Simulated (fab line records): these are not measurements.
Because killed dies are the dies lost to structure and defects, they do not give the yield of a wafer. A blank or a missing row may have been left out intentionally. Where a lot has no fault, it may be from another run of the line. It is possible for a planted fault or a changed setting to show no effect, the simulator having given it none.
fab line records	flow n5_finfet
record: lots: 7	wafers: 19	last_day: 17
route steps=1938 shown PASSIVATION@1917
lots untouched by any fault: they come from a run of this same line in which no faults occurred
start_h: start of the lot's first displayed wafer, in hours after the record's first day	wait_h: hours from the lot's prior step to this one	" repeats the value in the row above	L1.1+2: a single row standing in for several wafers	- no value present, or no start provided	* or withheld: withheld	< > ~ a bound
route shown NAME@n: names a module that has steps shown in the file, with the first one's number in the route	usual: average and standard deviation across the fault-free wafers	same: alike in all rows	chamber/n: place in a boat	sites: per-site readings	_std_site: the standard deviation of these	_edge_site: inner sites' mean taken away from outer sites' mean	radius_mm: for every site, how far away it sits from the centre of the wafer	mask NAME#n: copy n	behind: the last tool/chamber to shape the wafer	hold: the reason the lot was held/the length of the hold in hours/how it ended	device: names the non-switching transistor (n, p or np)	end of line: the route-end tests of the same wafers	for a step that has no rows: nothing shown but its recipe	killed: at the first sort, the dies lost to defects and structure; wafer yield is something else	map: shows each die of a wafer: x if killed, . if not, _ if none is there
set.NAME: setting as actually run; set.NAME@STEP: the setting as run at that earlier step	model.NAME: the simulator's own value behind a step, which no gauge read
a table for each step, a row for each wafer; lots at some steps of the route
services: from which hour (start_h, from the record's first day; less than 0 if before it) a tool's chamber was out of use, for how many hours, and why
== steps ==
step: N5_PASSIVATION_HMDS_37
recipe: time_s: 60	temp_c: 120
step: N5_PASSIVATION_COAT_38
recipe: spin_rpm: 3000	resist_thk_nm: withheld
step: N5_PASSIVATION_EBR_40
recipe: solvent: PGMEA	ebr_width_mm: 1.5
step: N5_PASSIVATION_SOFTBAKE_39
recipe: temp_c: 110	time_s: 120
step: N5_PASSIVATION_EXPOSE_41
recipe: mask_id: PASS_OPEN	na: 0.55	defocus_nm: 0	source_shape: conventional	sigma_outer: 0.8	polarization: unpolarized	target_cd_nm: 40000	dose_mj: 57.25
step: N5_PASSIVATION_PEB_42
recipe: peb_temp_c: withheld	peb_time_s: *
step: N5_PASSIVATION_DEVELOP_43
recipe: develop_time_s: 60	rinse_liquid: diw	dry: air_spin	dev_temp_c: 21
step: N5_PASSIVATION_HARDBAKE_45
recipe: temp_c: 130	time_s: 120
step: N5_PASSIVATION_CD_MEAS_44
recipe: target_cd_nm: 40000	landing_energy_ev: 500	detector: se_inlens
usual: cd_nm: 40000/3.4
lot.wafer	tool	chamber	start_h	wait_h	cd_nm
L188.1	cd_sem-02	0	268.20	-	40001
L188.5	"	0	"	"	40003
L188.6	"	0	"	"	40003
L189.2	cd_sem-01	0	281.61	-	39999
L189.3	"	0	"	"	40000
L189.6	"	0	"	"	40001
L195.1	cd_sem-01	0	311.17	-	40001
L195.3	"	0	"	"	39996
L197.3	cd_sem-01	0	320.28	-	40002
L197.6	"	0	"	"	40003
L198.3	cd_sem-02	0	352.64	-	39999
L198.4	"	0	"	"	40002
L198.5	"	0	"	"	39996
L204.1	cd_sem-02	0	368.52	-	40008
L204.4	"	0	"	"	40007
L204.5	"	0	"	"	40006
L211.1	cd_sem-01	0	412.71	-	39998
L211.2	"	0	"	"	39997
L211.5	"	0	"	"	40002
step: N5_PASSIVATION_OVL_MEAS_66
recipe: points_per_wafer: 44
usual: PASS_OPEN_OVL: 2/4.6
lot.wafer	tool	chamber	start_h	wait_h	PASS_OPEN_OVL[nm]
L188.1	overlay-02	0	268.23	0.0	-6
L188.5	"	0	"	"	2
L188.6	"	0	"	"	2
L189.2	overlay-01	0	281.67	0.1	1
L189.3	"	0	"	"	7
L189.6	"	0	"	"	8
L195.1	overlay-01	0	311.20	0.0	7
L195.3	"	0	"	"	7
L197.3	overlay-01	0	320.31	0.0	-1
L197.6	"	0	"	"	1
L198.3	overlay-01	0	352.67	0.0	-3
L198.4	"	0	"	"	-7
L198.5	"	0	"	"	1
L204.1	overlay-02	0	368.55	0.0	3
L204.4	"	0	"	"	-3
L204.5	"	0	"	"	-1
L211.1	overlay-02	0	412.74	0.0	0
L211.2	"	0	"	"	-4
L211.5	"	0	"	"	5
step: N5_PASSIVATION_INSPECT_67
recipe: mode: adi	inspect_instrument: macro
usual: raw_defect_count: 2.0/1.3
lot.wafer	tool	chamber	start_h	wait_h	raw_defect_count
L188.1	defect_inspect-01	-	268.26	0.0	3
L188.5	"	-	"	"	6
L188.6	"	-	"	"	5
L189.2	defect_inspect-01	-	281.69	0.0	1
L189.3	"	-	"	"	3
L189.6	"	-	"	"	0
L195.1	defect_inspect-02	-	311.22	0.0	4
L195.3	"	-	"	"	3
L197.3	defect_inspect-01	-	320.33	0.0	1
L197.6	"	-	"	"	1
L198.3	defect_inspect-01	-	352.70	0.0	3
L198.4	"	-	"	"	1
L198.5	"	-	"	"	1
L204.1	defect_inspect-02	-	368.57	0.0	0
L204.4	"	-	"	"	2
L204.5	"	-	"	"	1
L211.1	defect_inspect-01	-	412.77	0.0	2
L211.2	"	-	"	"	2
L211.5	"	-	"	"	4
step: N5_PASSIVATION_DESCUM_46
recipe: chemistry: O2	time_s: 7.9	source_power_w: 50	bias_power_w: 20	pressure_mtorr: 20	rf_frequency_hz: 2.712e+07	temp_c: 40	o2_flow_sccm: 225
usual: drypump_motor_current_A: 5.8/0.41	oes_product_au: 0.79/0.073	rf_vpp_V: 243.6/1.3	showerhead_plenum_p_Torr: 2.12/0.069	throttle_valve_pct: 20.27/0.26
lot.wafer	tool	chamber	start_h	wait_h	drypump_motor_current_A	oes_product_au	rf_hours_counter_h	rf_vpp_V	showerhead_plenum_p_Torr	throttle_valve_pct
L188.1	rie_diel-05	2	268.36	0.1	5.8	0.87	58	243.4	2.12	19.86
L188.5	"	3	"	"	5.9	0.95	-	241.2	2.05	20.22
L188.6	"	0	"	"	5.1	0.85	-	243.6	2.22	20.43
L189.2	rie_diel-04	2	281.78	0.1	5.9	0.77	128	243.5	2.10	20.66
L189.3	"	3	"	"	5.6	0.87	45	245.2	2.13	20.08
L189.6	"	1	"	"	6.0	0.81	-	243.7	2.11	20.02
L195.1	rie_diel-05	0	311.26	0.0	5.1	0.83	68	243.8	2.21	20.48
L195.3	"	2	"	"	5.8	0.83	75	244.8	2.12	19.89
L197.3	rie_diel-05	0	320.36	0.0	5.1	0.81	71	244.5	2.21	20.48
L197.6	"	1	"	"	5.7	0.69	-	244.2	2.16	20.28
L198.3	rie_diel-05	3	353.09	0.4	5.9	0.88	41	243.4	2.04	20.28
L198.4	"	1	"	"	5.7	0.69	-	242.9	2.16	20.28
L198.5	"	3	"	"	5.9	0.88	-	242.9	2.04	20.26
L204.1	rie_diel-04	2	368.69	0.1	5.9	0.74	160	245.0	2.09	20.71
L204.4	"	2	"	"	5.9	0.74	-	243.7	2.09	20.72
L204.5	"	3	"	"	5.6	0.83	-	243.0	2.12	20.10
L211.1	rie_diel-06	2	412.98	0.2	5.6	0.71	230	241.5	1.98	20.54
L211.2	"	0	"	"	5.9	0.69	232	243.0	2.07	20.44
L211.5	"	1	"	"	6.5	0.79	-	245.5	2.19	20.46
step: N5_PASSIVATION_PASS_ETCH_47
recipe: chemistry: CF4/O2	target: SiNx	target_depth_a: 7700	time_s: 385	ion_energy_ev: 100	pressure_mtorr: 40	source_w: 535	bias_w: 49	Ar_flow_sccm: 100	cf4_flow_sccm: 100	O2_flow_sccm: 10
usual: bias_w: 48.99/0.13	drypump_motor_current_A: 5.8/0.42	oes_product_au: 0.79/0.07	rf_vpp_V: 241.5/2.3	showerhead_plenum_p_Torr: 2.24/0.069	throttle_valve_pct: 15.73/0.24
lot.wafer	tool	chamber	start_h	wait_h	bias_w	drypump_motor_current_A	oes_product_au	rf_hours_counter_h	rf_vpp_V	showerhead_plenum_p_Torr	throttle_valve_pct	model.etch.depth_nm
L188.1	rie_diel-05	2	268.39	0.0	48.81	5.8	0.85	58	241.1	2.23	15.33	770.1
L188.5	"	3	"	"	48.87	5.9	0.93	-	243.0	2.17	15.63	766.1
L188.6	"	0	"	"	48.85	5.1	0.84	-	240.9	2.33	15.86	771.4
L189.2	rie_diel-04	2	281.82	0.0	49.06	5.9	0.77	128	242.3	2.21	16.05	788.8
L189.3	"	3	"	"	48.97	5.6	0.87	45	241.1	2.24	15.54	788.1
L189.6	"	1	"	"	48.98	6.0	0.81	-	241.9	2.23	15.54	781.5
L195.1	rie_diel-05	0	311.29	0.0	48.87	5.1	0.82	68	239.1	2.32	15.89	763.6
L195.3	"	2	"	"	49.00	5.8	0.89	76	241.0	2.23	15.40	1033
L197.3	rie_diel-05	0	320.40	0.0	48.99	5.1	0.87	71	239.3	2.32	15.89	1032
L197.6	"	1	"	"	49.23	5.7	0.75	-	244.3	2.28	15.82	1020
L198.3	rie_diel-05	3	353.13	0.0	49.08	5.9	0.93	41	242.5	2.16	15.67	1014
L198.4	"	1	"	"	48.85	5.7	0.68	-	242.5	2.27	15.84	756.8
L198.5	"	3	"	"	49.09	5.9	0.87	-	242.5	2.16	15.67	762.9
L204.1	rie_diel-04	2	368.72	0.0	48.97	5.9	0.74	160	242.0	2.20	16.13	777.6
L204.4	"	2	"	"	48.95	5.9	0.75	-	240.9	2.20	16.13	771.3
L204.5	"	3	"	"	48.94	5.6	0.83	-	242.1	2.23	15.60	775.7
L211.1	rie_diel-06	2	413.02	0.0	48.79	5.6	0.71	230	238.9	2.09	16.04	774.6
L211.2	"	0	"	"	49.17	5.9	0.68	232	237.4	2.17	15.87	766.8
L211.5	"	1	"	"	49.05	6.4	0.78	-	243.1	2.30	15.92	772.9
step: N5_PASSIVATION_ETCH_54
recipe: chemistry: CHF3/O2	target: SiO2	target_depth_a: 8800	CHF3_flow_sccm: 50	O2_flow_sccm: 5	Ar_flow_sccm: 200	time_s: 440	mask_material: PR	pressure_mtorr: 30	source_w: 650	bias_w: 170	ion_energy_ev: 200
usual: bias_w: 170.0/0.51	drypump_motor_current_A: 5.8/0.42	oes_product_au: 0.79/0.071	rf_vpp_V: 525/4.6	showerhead_plenum_p_Torr: 2.44/0.076	throttle_valve_pct: 18.65/0.25
lot.wafer	tool	chamber	start_h	wait_h	bias_w	drypump_motor_current_A	oes_product_au	rf_hours_counter_h	rf_vpp_V	showerhead_plenum_p_Torr	throttle_valve_pct
L188.1	rie_diel-05	2	268.62	0.1	168.9	5.8	0.85	59	522	2.44	18.24
L188.5	"	3	"	"	169.5	5.9	0.94	-	525	2.37	18.57
L188.6	"	0	"	"	169.6	5.0	0.84	-	523	2.55	18.80
L189.2	rie_diel-04	2	282.05	0.1	169.9	5.9	0.78	128	528	2.42	19.02
L189.3	"	3	"	"	170.3	5.6	0.87	45	527	2.45	18.47
L189.6	"	1	"	"	169.9	6.0	0.81	-	526	2.44	18.49
L195.1	rie_diel-05	0	311.52	0.1	169.8	5.1	0.82	69	522	2.54	18.85
L195.3	"	2	"	"	170.6	5.8	0.83	76	524	2.43	18.27
L197.3	rie_diel-05	0	320.63	0.1	170.6	5.1	0.82	72	523	2.54	18.86
L197.6	"	1	"	"	170.3	5.7	0.69	-	531	2.49	18.70
L198.3	rie_diel-05	3	353.35	0.1	170.4	5.9	0.87	41	525	2.36	18.64
L198.4	"	1	"	"	170.5	5.6	0.69	-	530	2.48	18.72
L198.5	"	3	"	"	170.5	5.9	0.87	-	525	2.36	18.65
L204.1	rie_diel-04	2	368.95	0.1	170.9	5.9	0.75	160	528	2.41	19.08
L204.4	"	2	"	"	170.8	5.8	0.74	-	528	2.41	19.06
L204.5	"	3	"	"	169.4	5.6	0.82	-	526	2.44	18.51
L211.1	rie_diel-06	2	413.25	0.1	170.7	5.6	0.71	230	522	2.29	18.94
L211.2	"	0	"	"	170.4	5.9	0.68	232	515	2.38	18.77
L211.5	"	1	"	"	170.5	6.5	0.79	-	524	2.51	18.80
step: N5_PASSIVATION_PROBE_49
usual: defect_limited_yield: 91.3/1.4	killed_at_M0_to_M3: 34/10	killed_at_M4_up: 13/4.8	killed_at_contacts: 12/6.1	killed_at_front_end: 40/11	killed_at_other: 3.7/2.8	killed_dies: 103/16	killed_open: 67/12	killed_short: 34/7.4	sort_bin_5_function: 5.1/0.95	sort_bin_6_memory: 3.2/0.62	sort_n_pass: 1077/16	sort_yield_pct: 91.3/1.4
same: gross_dies: 1180	killed_at_back_side: 0	sort_bin_4_leakage[%]: 0	sort_bin_8_speed[%]: 0
lot.wafer	tool	chamber	start_h	wait_h	defect_limited_yield[%]	killed_at_M0_to_M3	killed_at_M4_up	killed_at_contacts	killed_at_front_end	killed_at_other	killed_dies	killed_open	killed_short	sort_bin_5_function[%]	sort_bin_6_memory[%]	sort_n_pass	sort_yield_pct[%]
L195.3	prober-02	-	315.84	0.1	91.2	34	11	14	36	9	104	70	34	5.5	3.1	1076	91.2
killed by level:class
L195.3 STI_FIN_REVEAL:geometric_particle:open=13 MOL_CONTACT_COAG:geometric_particle:open=12 BEOL_M0_SAQP:geometric_particle:open=12 BEOL_M0_SAQP:geometric_particle:short=7 BEOL_M3:geometric_particle:open=7 STI_FIN_REVEAL:geometric_particle:short=5 MIM_TOP_ETCH:geometric_particle:open=5 BEOL_M2:geometric_particle:open=4
== services ==
tool	chamber	start_h	hours	kind
rie_diel-04	0	314.36	2.7	repair
rie_diel-05	0	344.58	14.1	repair
rie_diel-04	-	351.06	0.5	repair
rie_diel-04	0	359.64	29.0	repair
rie_diel-05	3	360.97	47.8	repair
rie_diel-05	-	365.03	0.5	repair
rie_diel-06	-	376.19	2.8	pm
rie_diel-05	2	398.79	3.2	repair
== key ==
first_sign none at tools or gauges
model_effect: step: N5_PASSIVATION_PASS_ETCH_47	value: etch.depth_nm	without: 764.7	struck: 1025
met_at N5_PASSIVATION_PASS_ETCH_47
struck_wafers L195.3,L197.3,L197.6,L198.3
onset_between 268.39 311.29
fault: kind: process_parameter_drift	tool: rie_diel-05	chamber: -	onset_h: 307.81	steps: N5_PASSIVATION_PASS_ETCH_47	channel: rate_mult	offset: 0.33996	shape: step	end_h: 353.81	scope: struck_wafers_only
